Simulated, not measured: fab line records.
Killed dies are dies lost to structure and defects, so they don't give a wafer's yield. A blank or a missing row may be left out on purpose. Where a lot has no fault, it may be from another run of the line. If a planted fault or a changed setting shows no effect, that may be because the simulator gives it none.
fab line records    flow n5-finfet
record lots=8  wafers=24  last-day=17
route steps=1938 shown MOL_CONTACT_COAG@539 BEOL_M4@1111
lots with no fault: from the same line, run without faults
start-h: start of the lot's first displayed wafer, in hours after the record's first day    wait-h: hours from the lot's prior step to this one    " unchanged from the row above    L1.1+2: several wafers, shown together as one row    - no value, or no start given    * or withheld: withheld    < > ~ a bound
route shown NAME@n: NAME is a module with steps in the file, n the number in the route of the first one    usual: mean and standard deviation over wafers with no fault    same: alike in all rows    chamber/n: place in a boat    sites: readings site by site    _std_site: the values' standard deviation    _edge_site: mean of outer sites minus mean of inner sites    radius-mm: how far each site lies from the wafer's centre    mask NAME#n: copy n    behind: the tool/chamber that last shaped the wafer    hold: why the lot was held/for how many hours/how that ended    device: the n, p or np transistor that did not switch    end of line: the tests these same wafers got at the end of their route    for a step that has no rows: nothing shown but its recipe    killed: the dies lost at the first sort to structure and to defects; this is not the yield of the wafer    map: a wafer's dies, marking killed ones x, the rest . and places with no die _
set.NAME: setting as actually run; set.NAME@STEP: the setting as run at that earlier step    model.NAME: the simulator's own value behind a step, which no gauge read
route steps across a sampled set of lots; one table per step, one row per wafer
services: when a tool's chamber went out of use (start-h, in hours from the record's first day, below 0 if earlier), for how many hours, and the reason
## steps
# step N5_MOL_CONTACT_COAG_STRIP_98
# recipe chemistry=N2/H2  power-w=500  temp-c=40  pressure-mtorr=50  rf-frequency-hz=6e+07  overash-fraction=0.3  bias-power-w=8  h2-frac=0.5  n2-flow-sccm=300  h2-flow-sccm=300
# usual drypump-motor-current-A=5.8/0.49  oes-product-au=0.75/0.066  rf-vpp-V=54.3/1.5  showerhead-plenum-p-Torr=3.39/0.1  throttle-valve-pct=18.9/0.34
lot.wafer  tool         chamber  start-h  wait-h  drypump-motor-current-A  oes-product-au  rf-hours-counter-h  rf-vpp-V  showerhead-plenum-p-Torr  throttle-valve-pct
L790.1     rie-diel-05  2        133.67   0.0     6.3                      0.72            179                 55.3      3.35                      19.1
L790.3     "            1        "        "       6.2                      0.73            224                 55.6      3.32                      19.2
L790.6     "            0        "        "       5.2                      0.71            -                   52.9      3.46                      19.0
L793.2     rie-diel-01  2        156.24   0.0     5.4                      0.82            65                  52.4      3.55                      18.8
L793.5     "            3        "        "       5.1                      0.82            -                   56.6      3.56                      19.0
L793.6     "            2        "        "       5.4                      0.84            -                   55.3      3.55                      18.8
L796.2     rie-diel-05  3        173.40   0.0     5.4                      0.73            188                 53.2      3.35                      19.0
L796.3     "            1        "        "       6.2                      0.69            240                 55.0      3.31                      19.2
L796.6     "            1        "        "       6.2                      0.69            -                   53.2      3.31                      19.2
L797.4     rie-diel-05  1        175.55   0.0     6.2                      0.70            241                 55.8      3.31                      19.2
L797.5     "            3        "        "       5.4                      0.73            -                   55.5      3.35                      19.0
L797.6     "            2        "        "       6.3                      0.71            -                   55.9      3.34                      19.1
L798.1     rie-diel-01  3        181.01   0.0     5.1                      0.80            65                  54.1      3.55                      19.0
L798.3     "            2        "        "       5.4                      0.82            74                  51.7      3.54                      18.8
L798.4     "            3        "        "       5.1                      0.79            -                   56.9      3.55                      19.0
L799.1     rie-diel-03  1        186.28   0.0     5.7                      0.80            104                 55.9      3.51                      18.2
L799.2     "            3        "        "       6.3                      0.78            130                 53.1      3.23                      18.6
L799.6     "            0        "        "       6.3                      0.91            -                   52.2      3.28                      18.5
L804.2     rie-diel-03  0        217.45   0.0     6.3                      0.87            40                  51.1      3.27                      18.5
L804.3     "            2        "        "       6.6                      0.69            220                 56.2      3.46                      19.5
L804.5     "            0        "        "       6.3                      0.87            -                   55.9      3.27                      18.5
L805.2     rie-diel-01  3        223.64   0.0     5.1                      0.79            79                  53.1      3.54                      19.0
L805.5     "            0        "        "       5.5                      0.93            -                   52.2      3.44                      18.2
L805.6     "            1        "        "       6.1                      0.71            -                   53.4      3.20                      18.6
# step N5_MOL_CONTACT_COAG_ETCH_89
# recipe chemistry=N2/H2  target=underlayer  target-depth-a=130  mask-material=CAR-EUV  time-s=10.4  ion-energy-ev=200  pressure-mtorr=30  source-w=840  bias-w=150  n2-flow-sccm=200  h2-flow-sccm=200  ends=cleared
# usual bias-w=149.9/0.45  drypump-motor-current-A=5.8/0.49  etch-rf-on-time-s=10.57/0.18  oes-product-au=0.65/0.073  rf-vpp-V=524.6/2.7  showerhead-plenum-p-Torr=2.57/0.092  throttle-valve-pct=17.78/0.24
lot.wafer  tool         chamber  start-h  wait-h  bias-w  drypump-motor-current-A  etch-rf-on-time-s  oes-product-au  rf-hours-counter-h  rf-vpp-V  showerhead-plenum-p-Torr  throttle-valve-pct
L790.1     rie-diel-01  0        146.51   0.0     149.1   5.5                      10.61              0.59            244                 525.4     2.61                      17.69
L790.3     "            1        "        "       149.4   6.1                      10.69              0.61            186                 521.5     2.43                      17.67
L790.6     "            3        "        "       149.6   5.1                      10.56              0.71            -                   529.2     2.70                      17.65
L793.2     rie-diel-01  2        166.01   0.0     150.4   5.4                      10.41              0.71            70                  528.1     2.69                      17.63
L793.5     "            2        "        "       150.0   5.4                      10.42              0.71            -                   528.1     2.69                      17.61
L793.6     "            3        "        "       150.1   5.2                      10.63              0.69            -                   528.0     2.70                      17.65
L796.2     rie-diel-01  3        184.48   0.0     149.5   5.1                      10.59              0.68            67                  528.1     2.69                      17.67
L796.3     "            2        "        "       149.9   5.4                      10.29              0.71            77                  528.9     2.69                      17.62
L796.6     "            3        "        "       150.1   5.1                      10.64              0.69            -                   525.9     2.69                      17.67
L797.4     rie-diel-05  2        187.94   0.0     150.3   6.3                      10.58              0.60            199                 523.0     2.53                      18.04
L797.5     "            3        "        "       149.5   5.4                      10.64              0.61            -                   523.3     2.53                      18.05
L797.6     "            2        "        "       150.0   6.3                      10.62              0.60            -                   523.4     2.53                      18.03
L798.1     rie-diel-05  0        192.57   0.0     150.6   5.2                      10.63              0.60            226                 524.7     2.61                      17.99
L798.3     "            2        "        "       149.5   6.3                      10.67              0.59            200                 522.6     2.53                      18.05
L798.4     "            3        "        "       149.5   5.4                      10.64              0.61            195                 523.5     2.53                      18.04
L799.1     rie-diel-05  3        195.38   0.0     149.9   5.4                      10.77              0.61            196                 524.4     2.53                      18.05
L799.2     "            1        "        "       150.6   6.2                      10.46              0.60            247                 522.6     2.50                      18.04
L799.6     "            1        "        "       149.9   6.2                      10.33              0.60            -                   522.2     2.50                      18.05
L804.2     rie-diel-03  1        227.05   0.0     150.4   5.7                      10.34              0.67            118                 527.2     2.66                      17.40
L804.3     "            0        "        "       150.2   6.3                      10.34              0.75            44                  522.7     2.47                      17.65
L804.5     "            3        "        "       149.8   6.3                      10.17              0.67            -                   520.8     2.43                      17.67
L805.2     rie-diel-05  3        236.22   0.0     150.3   5.4                      10.78              0.60            211                 523.6     2.53                      18.06
L805.5     "            0        "        "       149.4   5.2                      10.76              0.58            -                   524.7     2.60                      18.02
L805.6     "            1        "        "       149.6   6.2                      10.37              0.80            -                   522.3     2.50                      17.64
# step N5_MOL_CONTACT_COAG_ETCH_90
# recipe chemistry=CF4  target=SiARC  target-depth-a=130  mask-material=CAR-EUV  time-s=21.7  ion-energy-ev=80  pressure-mtorr=40  source-w=545  bias-w=36  Ar_flow_sccm=100  cf4-flow-sccm=100  ends=cleared
# usual bias-w=36.00/0.11  drypump-motor-current-A=5.8/0.49  etch-rf-on-time-s=21.9/0.34  oes-product-au=0.66/0.072  rf-vpp-V=184.3/1.2  showerhead-plenum-p-Torr=2.16/0.072  throttle-valve-pct=15.56/0.23
lot.wafer  tool         chamber  start-h  wait-h  bias-w  drypump-motor-current-A  etch-rf-on-time-s  oes-product-au  rf-hours-counter-h  rf-vpp-V  showerhead-plenum-p-Torr  throttle-valve-pct
L790.1     rie-diel-01  0        146.53   0.0     35.99   5.5                      22.1               0.59            244                 185.6     2.20                      15.51
L790.3     "            1        "        "       36.08   6.1                      22.3               0.61            186                 183.3     2.05                      15.54
L790.6     "            3        "        "       35.93   5.1                      22.0               0.70            -                   185.5     2.26                      15.28
L793.2     rie-diel-01  2        166.03   0.0     36.07   5.4                      21.4               0.71            70                  184.2     2.26                      15.34
L793.5     "            2        "        "       35.96   5.4                      21.3               0.72            -                   184.8     2.26                      15.33
L793.6     "            3        "        "       36.01   5.1                      21.6               0.70            -                   185.8     2.26                      15.31
L796.2     rie-diel-01  3        184.50   0.0     35.91   5.1                      21.8               0.68            67                  185.6     2.25                      15.30
L796.3     "            2        "        "       36.12   5.4                      21.7               0.70            77                  185.6     2.26                      15.35
L796.6     "            3        "        "       35.97   5.1                      22.0               0.68            -                   186.1     2.25                      15.30
L797.4     rie-diel-05  2        187.96   0.0     35.92   6.3                      22.0               0.59            199                 184.2     2.13                      15.80
L797.5     "            3        "        "       36.00   5.3                      22.3               0.61            -                   183.9     2.13                      15.79
L797.6     "            2        "        "       35.85   6.3                      22.0               0.60            -                   183.0     2.13                      15.81
L798.1     rie-diel-05  0        192.59   0.0     36.07   5.2                      22.1               0.60            226                 183.8     2.20                      15.76
L798.3     "            2        "        "       36.11   6.3                      21.9               0.60            200                 183.9     2.13                      15.80
L798.4     "            3        "        "       36.17   5.4                      22.0               0.62            195                 182.8     2.13                      15.81
L799.1     rie-diel-05  3        195.40   0.0     35.85   5.4                      22.3               0.61            196                 184.3     2.13                      15.80
L799.2     "            1        "        "       35.83   6.1                      21.6               0.60            247                 182.3     2.11                      15.78
L799.6     "            1        "        "       35.83   6.2                      21.8               0.60            -                   183.9     2.11                      15.81
L804.2     rie-diel-03  1        227.07   0.0     36.03   5.7                      21.5               0.67            118                 185.5     2.25                      15.33
L804.3     "            0        "        "       35.89   6.3                      21.3               0.75            44                  185.2     2.10                      15.48
L804.5     "            3        "        "       36.06   6.3                      21.3               0.67            -                   184.1     2.06                      15.53
L805.2     rie-diel-05  3        236.24   0.0     35.97   5.3                      22.2               0.60            211                 182.8     2.12                      15.82
L805.5     "            0        "        "       36.03   5.2                      22.3               0.59            -                   184.5     2.19                      15.78
L805.6     "            1        "        "       36.09   6.2                      21.5               0.82            -                   184.1     2.11                      15.33
# step N5_MOL_CONTACT_COAG_ETCH_47
# recipe chemistry=CH3F/O2  target=SiNx  target-depth-a=270  mask-material=SiO2  stop-on=W  over-etch-frac=0.2  ion-energy-ev=120  endpoint=OES-CN  pressure-mtorr=30  source-w=395  bias-w=73  Ar_flow_sccm=150  CH3F_flow_sccm=30  O2_flow_sccm=20  ends=end-point
# usual bias-w=72.99/0.22  drypump-motor-current-A=5.8/0.49  etch-rf-on-time-s=31.4/0.44  oes-product-au=0.70/0.071  over-etch-frac=0.2/0  rf-vpp-V=296.0/2.8  showerhead-plenum-p-Torr=2.02/0.076  throttle-valve-pct=16.25/0.23
lot.wafer  tool         chamber  start-h  wait-h  bias-w  drypump-motor-current-A  etch-rf-on-time-s  oes-product-au  over-etch-frac  rf-hours-counter-h  rf-vpp-V  showerhead-plenum-p-Torr  throttle-valve-pct
L790.1     rie-diel-01  2        147.05   0.0     72.71   5.3                      31.2               0.74            0.2             61                  301.7     2.12                      16.07
L790.3     "            0        "        "       73.34   5.5                      32.1               0.61            0.2             244                 299.0     2.05                      16.19
L790.6     "            2        "        "       72.86   5.3                      31.1               0.75            0.2             -                   301.1     2.12                      16.05
L793.2     rie-diel-01  3        166.73   0.0     72.82   5.1                      31.6               0.72            0.2             60                  297.1     2.11                      16.00
L793.5     "            3        "        "       73.13   5.1                      31.7               0.73            0.2             -                   298.5     2.11                      16.00
L793.6     "            2        "        "       73.14   5.4                      31.0               0.75            0.2             -                   299.4     2.12                      16.08
L796.2     rie-diel-01  2        186.18   0.0     72.87   5.4                      37.6               0.66            0.43936         77                  298.2     2.12                      16.08
L796.3     "            0        "        "       72.76   5.5                      37.1               0.80            0.43936         1                   300.6     2.05                      15.69
L796.6     "            1        "        "       73.08   6.1                      38.2               0.57            0.43936         -                   294.2     1.91                      16.29
L797.4     rie-diel-05  0        189.88   0.0     73.01   5.2                      32.2               0.62            0.2             225                 295.7     2.06                      16.46
L797.5     "            1        "        "       73.11   6.1                      31.2               0.63            0.2             -                   294.9     1.96                      16.45
L797.6     "            2        "        "       73.23   6.3                      32.0               0.63            0.2             -                   293.0     1.99                      16.51
L798.1     rie-diel-01  3        193.41   0.0     72.45   5.1                      37.8               0.65            0.43936         69                  297.5     2.11                      16.01
L798.3     "            1        "        "       73.10   6.1                      38.0               0.58            0.43936         202                 294.8     1.91                      16.31
L798.4     "            0        "        "       72.92   5.5                      37.1               0.78            0.43936         2                   300.4     2.05                      15.71
L799.1     rie-diel-01  2        195.92   0.0     73.23   5.4                      36.9               0.66            0.43936         80                  299.6     2.11                      16.09
L799.2     "            3        "        "       72.86   5.1                      37.6               0.65            0.43936         70                  297.8     2.11                      16.03
L799.6     "            0        "        "       73.09   5.5                      37.4               0.78            0.43936         -                   300.4     2.05                      15.72
L804.2     rie-diel-05  3        227.63   0.0     72.91   5.4                      31.6               0.63            0.2             208                 293.2     1.98                      16.55
L804.3     "            0        "        "       73.12   5.2                      32.1               0.62            0.2             239                 297.3     2.05                      16.51
L804.5     "            0        "        "       72.46   5.2                      31.9               0.62            0.2             -                   296.9     2.05                      16.50
L805.2     rie-diel-03  0        236.76   0.0     72.74   6.3                      31.1               0.77            0.2             48                  291.5     1.95                      16.22
L805.5     "            3        "        "       72.93   6.3                      31.1               0.68            0.2             -                   294.8     1.92                      16.28
L805.6     "            0        "        "       72.79   6.3                      31.3               0.77            0.2             -                   290.5     1.95                      16.21
# step N5_BEOL_M4_RC_MEAS_101
# usual DIBL_N=36.3/1.4  DIBL_P=35.7/1.5  IOFF_N=0.155/0.022  IOFF_P=0.204/0.027  ION_N=671/9  ION_P=459/6.2  SS_N=71.5/0.54  SS_P=73.1/0.56  VT_N=250.2/2.6  VT_P=-251/3.3
lot.wafer  tool       chamber  start-h  wait-h  DIBL_N[mV/V]  DIBL_P[mV/V]  IOFF_N[nA/um]  IOFF_P[nA/um]  ION_N[uA/um]  ION_P[uA/um]  SS_N[mV/dec]  SS_P[mV/dec]  VT_N[mV]  VT_P[mV]
L790.1     prober-01  0        212.61   0.0     35.3          35.5          0.133          0.177          677           462           70.9          72.4          253.2     -255
L790.3     "          0        "        "       36.1          35.9          0.149          0.185          661           451           71.3          73.4          251.9     -255
L790.6     "          0        "        "       36.7          35.6          0.151          0.174          668           447           71.6          72.5          252.9     -258
L793.2     prober-01  0        238.25   0.2     37.1          37.5          0.163          0.199          676           461           72.0          73.3          248.6     -251
L793.5     "          0        "        "       36.2          36.3          0.154          0.191          679           459           71.6          73.1          250.6     -253
L793.6     "          0        "        "       36.8          37.2          0.159          0.209          664           455           71.5          73.6          250.3     -253
L796.2     prober-01  0        247.77   0.2     35.8          33.7          0.151          0.171          668           451           72.0          73.8          252.2     -260
L796.3     "          0        "        "       36.0          34.3          0.158          0.180          682           462           70.8          73.5          250.4     -255
L796.6     "          0        "        "       36.3          33.9          0.159          0.179          673           457           71.1          74.0          250.6     -255
L797.4     prober-01  0        253.56   0.5     36.8          34.0          0.151          0.169          666           454           71.4          72.9          248.8     -257
L797.5     "          0        "        "       36.0          33.6          0.138          0.161          667           451           71.5          72.5          253.7     -254
L797.6     "          0        "        "       35.6          33.8          0.136          0.166          671           457           71.4          73.1          252.2     -256
L798.1     prober-02  0        255.69   0.0     38.7          36.4          0.170          0.212          677           462           72.5          73.1          246.9     -247
L798.3     "          0        "        "       38.6          36.9          0.167          0.211          673           457           72.1          74.2          247.0     -252
L798.4     "          0        "        "       37.4          35.5          0.143          0.199          668           456           72.0          73.8          252.2     -251
L799.1     prober-01  0        262.78   0.0     34.9          35.8          0.145          0.190          661           450           70.1          73.0          249.7     -254
L799.2     "          0        "        "       36.1          37.2          0.155          0.208          665           454           71.3          73.4          249.4     -252
L799.6     "          0        "        "       35.9          37.0          0.153          0.198          667           455           72.1          73.4          251.5     -255
L804.2     prober-02  0        294.24   0.2     37.1          36.6          0.183          0.232          679           465           71.5          72.9          246.5     -248
L804.3     "          0        "        "       36.2          35.7          0.157          0.210          667           458           71.2          72.2          250.3     -249
L804.5     "          0        "        "       37.1          37.5          0.176          0.248          677           468           71.0          73.3          246.7     -245
L805.2     prober-01  0        302.79   0.2     33.6          33.7          0.105          0.161          653           456           71.3          72.2          254.8     -251
L805.5     "          0        "        "       36.1          36.6          0.139          0.207          663           461           71.6          73.2          251.6     -251
L805.6     "          0        "        "       33.8          33.5          0.106          0.159          644           452           70.9          72.9          255.0     -254
## services
tool         chamber  start-h  hours  kind
rie-diel-03  2        134.14   4.8    repair
rie-diel-01  0        162.56   -      clean
rie-diel-01  0        162.56   -      consumable-replace:esc
rie-diel-01  0        162.56   -      consumable-replace:focus-ring
rie-diel-01  0        162.56   21.0   scheduled-down
rie-diel-01  0        162.56   21.0   vent-cycle
rie-diel-05  1        202.25   -      clean
rie-diel-05  1        202.25   -      consumable-replace:focus-ring
rie-diel-05  1        202.25   14.5   scheduled-down
rie-diel-05  1        202.25   14.5   vent-cycle
rie-diel-01  0        225.59   5.0    repair
## key
first-sign step=N5_MOL_CONTACT_COAG_ETCH_47  reading=over-etch-frac  direction=up  sigmas=99+  usual=0.2  struck=0.43936
effect step=N5_MOL_CONTACT_COAG_ETCH_47  reading=etch-rf-on-time-s  direction=up  sigmas=14  usual=*  struck=*
met-at N5_MOL_CONTACT_COAG_ETCH_47
struck-lots L796,L798,L799
not-acting-at N5_MOL_CONTACT_COAG_STRIP_98,N5_MOL_CONTACT_COAG_ETCH_89,N5_MOL_CONTACT_COAG_ETCH_90
onset-between 166.73 186.18
fault kind=process-parameter-drift  tool=rie-diel-01  chamber=-  onset-h=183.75  steps=N5_MOL_CONTACT_COAG_ETCH_47  channel=over-etch-frac  offset=0.23936  shape=step  end-h=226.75  acts-in=these-recipes-only  stated=0.2
